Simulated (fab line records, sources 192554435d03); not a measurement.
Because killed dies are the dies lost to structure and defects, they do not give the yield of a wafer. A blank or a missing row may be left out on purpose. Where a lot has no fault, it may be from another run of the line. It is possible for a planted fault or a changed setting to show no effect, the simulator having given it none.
Matching of chambers | flow n5Finfet | N5_BEOL_M6_ETCH_66 on rieDiel-04: 4 sister chambers
The step etches SOC in N2/H2, target depth 80 nm, overetch 16 nm, time 120 s. 4 wafers are shown with their chamber, then 7 later ones without.

WAFERS PAIRED WITH THEIR CHAMBERS
wafer  | chamber | showerheadPlenumPTorr (Torr)
L081.5 | 2       | 2.63
L085.4 | 0       | 2.59
L085.5 | 1       | 2.50
L093.4 | 3       | 2.43

WAFERS WITHOUT THEIR CHAMBER
wafer  | showerheadPlenumPTorr (Torr)
L093.5 | 2.49
L094.1 | 2.43
L094.2 | 2.58
L094.4 | 2.62
L097.1 | 2.58
L097.2 | 2.49
L097.6 | 2.43

EACH ONE'S CHAMBER
wafer  | from the rows above | in truth
L093.5 | 1                   | 1
L094.1 | 3                   | 3
L094.2 | 0                   | 0
L094.4 | 2                   | 2
L097.1 | 0                   | 0
L097.2 | 1                   | 1
L097.6 | 3                   | 3
7 of 7 placed correctly. Not placeable from these rows: 0. 0 placed wrongly.
How it was worked out, from the rows above alone: a wafer's distance from a chamber is the root of the sum, over the readings, of the square of ((its reading less the chamber's mean) divided by the reading's scatter). The wafer belongs to the nearest chamber; if the next one is less than 2 further off, it can't be placed. The mean given for a chamber averages the wafers shown for that chamber. The scatter: with one shown wafer a chamber, the root of the mean of the squares of how far each hidden wafer lies from its nearest shown one.
